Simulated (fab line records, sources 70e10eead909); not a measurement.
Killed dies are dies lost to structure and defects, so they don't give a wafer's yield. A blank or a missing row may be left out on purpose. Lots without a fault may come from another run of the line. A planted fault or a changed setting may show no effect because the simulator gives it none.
A struck lot beside a sound one | flow nand_harc | 15 steps out of a route of 1302
Sound: wafers L181.2, L181.3, L181.5. Struck: wafers L180.1, L180.4. (L180.5 of the same lot was not struck and is left out.) The cause comes at the end.
At each step with rows: each side's tool, then ch and its chambers, then its first start. Under that, the readings that differ: sound wafers | struck wafers | difference of the means | sigmas: that difference in standard deviations of wafers without a fault.
alike: readings whose means differ by less than 2 such deviations, and words and numbers that are the same on both sides. not compared: withheld readings, readings that some wafer has no value for, bounds like >300 that may hide the same value, and numbers for which the record gives no deviation and whose values overlap.
The two part at a step that has a row with sigmas, a row that says differs or no value, or rows on one side only. Numbers that don't overlap but have no deviation are shown without sigmas and don't part them. A reading that every wafer of one side lacks parts them only if that side has two wafers or more.

first, 4 steps without rows for these wafers: NHARC_A_M1_EBR_05; NHARC_A_M1_EXPOSE_06 (exposes mask A M1, target cd 120 nm); NHARC_A_M1_PEB_07 (peb time 65 s); NHARC_A_M1_DEVELOP_08 (develop time 35 s).
NHARC_A_M1_CD_MEAS_09: target cd 120 nm.
  sound on cd_sem-01 ch 0, day 26 00:54; struck on cd_sem-01 ch 0, day 26 05:32
  alike: cd_nm
NHARC_A_M1_OVL_MEAS_10: pitch 240 nm.
  sound on overlay-02, day 26 00:59; struck on overlay-01, day 26 05:38
  reading           | sound          | struck  | difference | sigmas
  overlay_x_nm (nm) | -1.7 -1.5 -1.4 | 0.6 1.3 | +2.5       | +3
  alike: overlay_y_nm
NHARC_A_M1_INSPECT_11:
  sound on defect_inspect-02, day 26 01:01; struck on defect_inspect-02, day 26 05:40
  alike: raw_defect_count
NHARC_A_M1_DESCUM_14: chemistry O2, time 3 s.
  sound on rie_diel-01 ch 1,2,3, day 26 01:05; struck on rie_diel-10 ch 0,3, day 26 05:44
  alike: drypump_motor_current_A, oes_product_au, rf_vpp_V, showerhead_plenum_p_Torr, throttle_valve_pct
  not compared: rf_hours_counter_h
NHARC_A_M1_ETCH_35: etches the open film in N2/H2, target depth 40 nm, overetch 12 nm, time 43.94 s.
  sound on rie_diel-01 ch 2,3, day 26 01:10; struck on rie_diel-10 ch 2,3, day 26 05:50
  alike: bias_w, drypump_motor_current_A, n2_flow_sccm, oes_product_au, rf_vpp_V, showerhead_plenum_p_Torr, throttle_valve_pct
  not compared: rf_hours_counter_h
NHARC_A_M1_ETCH_15: etches the open film in C4F8/Ar, target depth 182.5 nm, time 91.2 s.
  sound on rie_diel-01 ch 0,3; struck on rie_diel-10 ch 0,2
  alike: bias_w, oes_product_au, rf_vpp_V
  not compared: rf_hours_counter_h
NHARC_A_M1_CD_MEAS_16:
  sound on cd_sem-02, day 26 01:23; struck on cd_sem-01, day 26 06:04
  alike: cd_nm
NHARC_A_M1_STRIP_18: strips in N2/H2.
  sound on rie_diel-05 ch 1,2,3, day 26 01:28; struck on rie_diel-05 ch 0,3, day 26 06:09
  alike: drypump_motor_current_A, n2_flow_sccm, oes_product_au, rf_vpp_V, showerhead_plenum_p_Torr, throttle_valve_pct
  not compared: rf_hours_counter_h
NHARC_A_M1_ETCH_28: etches the open film in CF4/N2, target depth 30 nm, time 72.99 s.
  sound on rie_diel-05 ch 0,2, day 26 01:42; struck on rie_diel-05 ch 1,3, day 26 06:23
  reading               | sound             | struck      | difference | sigmas
  oes_product_au (a.u.) | 1.016 1.007 1.022 | 0.844 0.827 | -0.179     | -16
  alike: bias_w, drypump_motor_current_A, n2_flow_sccm, rf_vpp_V, showerhead_plenum_p_Torr, throttle_valve_pct
  not compared: rf_hours_counter_h
then, 1 step without rows for these wafers: NHARC_A_M1_STRIP_19 (strips in post etch residue remover, time 600 s).
NHARC_END_SORT_01:
  sound on prober-02 ch 0, day 27 12:32; struck on prober-02 ch 0, day 27 19:31
  alike: defect_limited_yield, killed_at_array, killed_at_other, killed_at_periphery, killed_dies, killed_open, killed_short

WHERE THEY PART
First at NHARC_A_M1_OVL_MEAS_10; last, within this record, at NHARC_A_M1_ETCH_28. Later steps at which nothing parts them and some readings are alike: NHARC_END_SORT_01.

WHY: what the simulator had put in
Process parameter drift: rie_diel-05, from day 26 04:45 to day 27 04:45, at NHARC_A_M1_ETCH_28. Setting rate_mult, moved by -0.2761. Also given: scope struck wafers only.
